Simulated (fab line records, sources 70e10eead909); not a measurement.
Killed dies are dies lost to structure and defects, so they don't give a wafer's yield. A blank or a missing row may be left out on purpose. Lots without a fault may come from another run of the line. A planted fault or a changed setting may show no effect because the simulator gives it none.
Which tool did it? | flow nand_harc | 13 lots, 39 wafers sampled, at 6 steps of a route of 1159

WHAT THE GAUGES READ, wafer by wafer
NHARC_P_GATE_INSPECT_68.
lot  | measured     | on                | raw_defect_count
L875 | day 5 15:29  | defect_inspect-02 | 184 147 261
L876 | day 6 02:07  | defect_inspect-02 | 103 136 92
L877 | day 6 03:01  | defect_inspect-02 | 279 211 218
L879 | day 6 12:13  | defect_inspect-01 | 229 205 133
L878 | day 6 17:58  | defect_inspect-01 | 336 128 145
L881 | day 7 00:30  | defect_inspect-01 | 168 245 161
L882 | day 7 01:48  | defect_inspect-01 | 94 144 183
L884 | day 7 15:11  | defect_inspect-02 | 150 191 169
L885 | day 7 15:32  | defect_inspect-02 | 121 240 270
L883 | day 7 17:59  | defect_inspect-01 | 183 195 174
L894 | day 10 05:19 | defect_inspect-01 | 219 500 310
L896 | day 10 14:05 | defect_inspect-02 | 244 573 406
L898 | day 11 06:12 | defect_inspect-01 | 179 206 117

NHARC_P_CONTACT_CD_MEAS_12: target cd 90 nm.
lot  | measured     | on        | cd_nm (nm)
L875 | day 5 16:58  | cd_sem-01 | 89.1 89.0 89.5
L876 | day 6 03:52  | cd_sem-02 | 89.1 89.4 89.4
L877 | day 6 05:22  | cd_sem-01 | 89.1 89.8 89.6
L879 | day 6 13:50  | cd_sem-02 | 90.4 89.7 90.3
L878 | day 6 19:37  | cd_sem-02 | 89.2 90.2 89.9
L881 | day 7 02:00  | cd_sem-01 | 90.5 89.5 90.6
L882 | day 7 03:25  | cd_sem-01 | 90.4 90.0 89.7
L884 | day 7 16:41  | cd_sem-01 | 89.2 89.3 89.9
L885 | day 7 17:10  | cd_sem-01 | 89.2 89.9 90.2
L883 | day 7 19:36  | cd_sem-02 | 89.6 90.3 90.0
L894 | day 10 07:31 | cd_sem-02 | 89.6 89.6 89.5
L896 | day 10 15:42 | cd_sem-02 | 90.3 91.1 91.6
L898 | day 11 07:48 | cd_sem-02 | 89.9 88.9 89.9

NHARC_END_SORT_01.
lot  | measured     | on        | killed_at_array | killed_at_other | killed_at_periphery | killed_dies | killed_open | killed_short
L894 | day 24 04:02 | prober-01 | 47 48 47        | 0 0 1           | 0 53 0              | 47 101 48   | 4 3 1       | 1 5 5
L896 | day 24 04:02 | prober-02 | 29 21 18        | 0 0 0           | 2 46 1              | 31 67 19    | 4 4 1       | 0 1 0

WHICH TOOL RAN EACH LOT (tool, then ch and the chambers of the sampled wafers, then the start)
lot  | NHARC_P_GATE_DESCUM_61             | NHARC_P_GATE_STRIP_96               | NHARC_P_CONTACT_DEP_30
L875 | rie_diel-06 ch 1,2,3, day 5 10:50  | wet_bench-09 ch 1,6,7, day 5 13:52  | pecvd-02 ch 0,1, day 5 15:38
L876 | rie_diel-11 ch 0,1,2, day 5 21:14  | wet_bench-04 ch 2,6,7, day 6 00:16  | pecvd-02 ch 1,2, day 6 02:21
L877 | rie_diel-06 ch 1,2,3, day 5 22:23  | wet_bench-09 ch 3,4,5, day 6 01:26  | pecvd-02 ch 0,1,2, day 6 03:47
L879 | rie_diel-11 ch 2,3, day 6 07:43    | wet_bench-09 ch 0,1,2, day 6 10:35  | pecvd-02 ch 0,1, day 6 12:21
L878 | rie_diel-06 ch 0,1,3, day 6 13:31  | wet_bench-04 ch 0,4,5, day 6 16:22  | pecvd-03 ch 0,1, day 6 18:06
L881 | rie_diel-11 ch 1,3, day 6 20:00    | wet_bench-04 ch 0,5,7, day 6 22:52  | pecvd-02 ch 0,1, day 7 00:34
L882 | rie_diel-06 ch 0,2,3, day 6 20:46  | wet_bench-07 ch 3,5,6, day 7 00:12  | pecvd-02 ch 0,1, day 7 01:52
L884 | rie_diel-06 ch 0,1, day 7 10:35    | wet_bench-04 ch 4,5,7, day 7 13:36  | pecvd-03 ch 0,1,2, day 7 15:17
L885 | rie_diel-11 ch 0,1,3, day 7 10:57  | wet_bench-09 ch 2,4,6, day 7 13:56  | pecvd-04 ch 0,2, day 7 15:37
L883 | rie_diel-11 ch 1,3, day 7 13:04    | wet_bench-04 ch 4,5,6, day 7 16:24  | pecvd-03 ch 0,1, day 7 18:04
L894 | rie_diel-09 ch 0,1,2, day 10 00:30 | wet_bench-09 ch 3,4,6, day 10 03:42 | pecvd-02 ch 1,2, day 10 05:57
L896 | rie_diel-06 ch 0,1, day 10 09:15   | wet_bench-09 ch 4,5,7, day 10 12:14 | pecvd-04 ch 0,1, day 10 14:12
L898 | rie_diel-11 ch 1,2,3, day 11 01:11 | wet_bench-04 ch 1,4,7, day 11 04:28 | pecvd-03 ch 0,1,2, day 11 06:16
- NHARC_P_GATE_DESCUM_61: chemistry O2, time 3 s.
- NHARC_P_GATE_STRIP_96: strips in SPM, time 900 s.
- NHARC_P_CONTACT_DEP_30: deposits SiNx, target thk 30 nm.

WHAT THE TOOLS THEMSELVES READ (means of the sampled wafers that have a number; where no wafer has one, the mark that the record gives instead)
NHARC_P_GATE_DESCUM_61.
lot  | tool        | drypump_motor_current_A (A) | oes_product_au (a.u.) | rf_vpp_V (V) | showerhead_plenum_p_Torr (Torr) | throttle_valve_pct (%)
L875 | rie_diel-06 | 5.7                         | 0.999                 | 58.1         | 1.97                            | 11.307
L876 | rie_diel-11 | 6.1                         | 0.999                 | 56.7         | 1.79                            | 11.313
L877 | rie_diel-06 | 5.7                         | 0.998                 | 57.6         | 1.97                            | 11.300
L879 | rie_diel-11 | 5.8                         | 0.994                 | 57.6         | 1.84                            | 11.307
L878 | rie_diel-06 | 5.8                         | 0.988                 | 57.8         | 1.87                            | 11.314
L881 | rie_diel-11 | 5.6                         | 0.999                 | 58.7         | 1.93                            | 11.304
L882 | rie_diel-06 | 5.7                         | 0.995                 | 58.0         | 1.91                            | 11.310
L884 | rie_diel-06 | 5.5                         | 0.992                 | 57.6         | 1.83                            | 11.320
L885 | rie_diel-11 | 6.0                         | 0.994                 | 57.7         | 1.86                            | 11.317
L883 | rie_diel-11 | 5.6                         | 1.002                 | 58.4         | 1.93                            | 11.311
L894 | rie_diel-09 | 5.3                         | 0.993                 | 57.8         | 1.93                            | 11.312
L896 | rie_diel-06 | 5.4                         | 0.992                 | 57.4         | 1.88                            | 11.309
L898 | rie_diel-11 | 5.8                         | 1.004                 | 57.9         | 1.95                            | 11.309

NHARC_P_CONTACT_DEP_30.
lot  | tool     | heater_power_w (W)
L875 | pecvd-02 | 824
L876 | pecvd-02 | 794
L877 | pecvd-02 | 766
L879 | pecvd-02 | 793
L878 | pecvd-03 | 672
L881 | pecvd-02 | 759
L882 | pecvd-02 | 735
L884 | pecvd-03 | 743
L885 | pecvd-04 | 827
L883 | pecvd-03 | 626
L894 | pecvd-02 | 744
L896 | pecvd-04 | 672
L898 | pecvd-03 | 741

THE ANSWER, worked out from the rows above alone
Rule: what is usual is taken from the lots themselves. Put in order of their means at a reading, lots are off if they are a third of the lots or fewer, leave a main group of 4 or more, and stand apart from it by a gap of 3 or more times the standard deviation of the main group's means; of several such gaps the widest counts. A main group whose means are all the same, to the digits that the tables above print for the reading, isn't used. A lot without any number at a reading at which 4 lots or more have one is off too. The other lots that the step has rows for count as sound. The gauges are gone through in route order, then the tools' own readings, and for those a lot's mean is taken as printed above. The first step at which some lot is off is used, and at that step the reading that is off furthest; a lot without a number counts as furthest.
Off: L894, L896, at NHARC_P_GATE_INSPECT_68 (raw_defect_count). The main group: mean 182, standard deviation 33.
A tool fits if, at a process step before that reading, it ran every lot that is off, and no sound lot after the first of them. The gauges at NHARC_P_GATE_INSPECT_68 are tried like those tools. One fits: wet_bench-09 at NHARC_P_GATE_STRIP_96. Its last sound lot is L885 (day 7 13:56), its first lot that is off L894 (day 10 03:42): a fault that began between those two fits.

WHAT THE SIMULATOR HAD PUT IN
Chamber particle source: wet_bench-09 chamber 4, from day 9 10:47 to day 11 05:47, at NHARC_P_GATE_STRIP_96. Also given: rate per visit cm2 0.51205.
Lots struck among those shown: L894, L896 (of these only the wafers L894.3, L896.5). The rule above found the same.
